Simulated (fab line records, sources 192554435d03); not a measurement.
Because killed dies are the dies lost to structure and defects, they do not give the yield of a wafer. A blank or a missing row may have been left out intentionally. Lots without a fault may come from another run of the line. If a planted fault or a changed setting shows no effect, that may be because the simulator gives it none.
Chamber matching / flow n5Finfet / N5_MOL_CONTACT_COAG_ETCH_124 on rieDiel-02: 4 sister chambers
The step etches SiNx in CH3F/O2, stops on SiOC, target depth 6.5 nm. 4 wafers are shown with their chamber, then 7 later ones without.

## WAFERS PAIRED WITH THEIR CHAMBERS
wafer=L086.4; chamber=2; showerheadPlenumPTorr (Torr)=2.07
wafer=L093.1; chamber=1; showerheadPlenumPTorr (Torr)=2.05
wafer=L093.3; chamber=0; showerheadPlenumPTorr (Torr)=1.91
wafer=L094.5; chamber=3; showerheadPlenumPTorr (Torr)=2.03

## WAFERS WHOSE CHAMBER IS MISSING
wafer=L094.6; showerheadPlenumPTorr (Torr)=2.06
wafer=L096.1; showerheadPlenumPTorr (Torr)=2.03
wafer=L096.2; showerheadPlenumPTorr (Torr)=2.04
wafer=L096.4; showerheadPlenumPTorr (Torr)=1.90
wafer=L097.4; showerheadPlenumPTorr (Torr)=2.04
wafer=L097.5; showerheadPlenumPTorr (Torr)=2.04
wafer=L097.6; showerheadPlenumPTorr (Torr)=1.90

## CHAMBER TAKEN BY EACH
wafer=L094.6; from the rows above=can't be placed: 2 or 1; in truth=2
wafer=L096.1; from the rows above=3; in truth=3
wafer=L096.2; from the rows above=can't be placed: 1 or 3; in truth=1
wafer=L096.4; from the rows above=0; in truth=0
wafer=L097.4; from the rows above=can't be placed: 1 or 3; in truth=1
wafer=L097.5; from the rows above=can't be placed: 1 or 3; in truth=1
wafer=L097.6; from the rows above=0; in truth=0
Correct placement for 3 of the 7. From these rows, 4 cannot be placed; in 4 the true chamber is one of the candidates. 0 placed wrongly.
How it was worked out, from the rows above alone: a wafer's distance from a chamber is the root of the sum, over the readings, of the square of ((its reading less the chamber's mean) divided by the reading's scatter). The wafer belongs to the nearest chamber; if the next one is less than 2 further off, it can't be placed. A chamber's mean is the mean of its shown wafers. The scatter: root of mean squared gap, hidden wafer to nearest shown wafer, with one shown wafer a chamber.
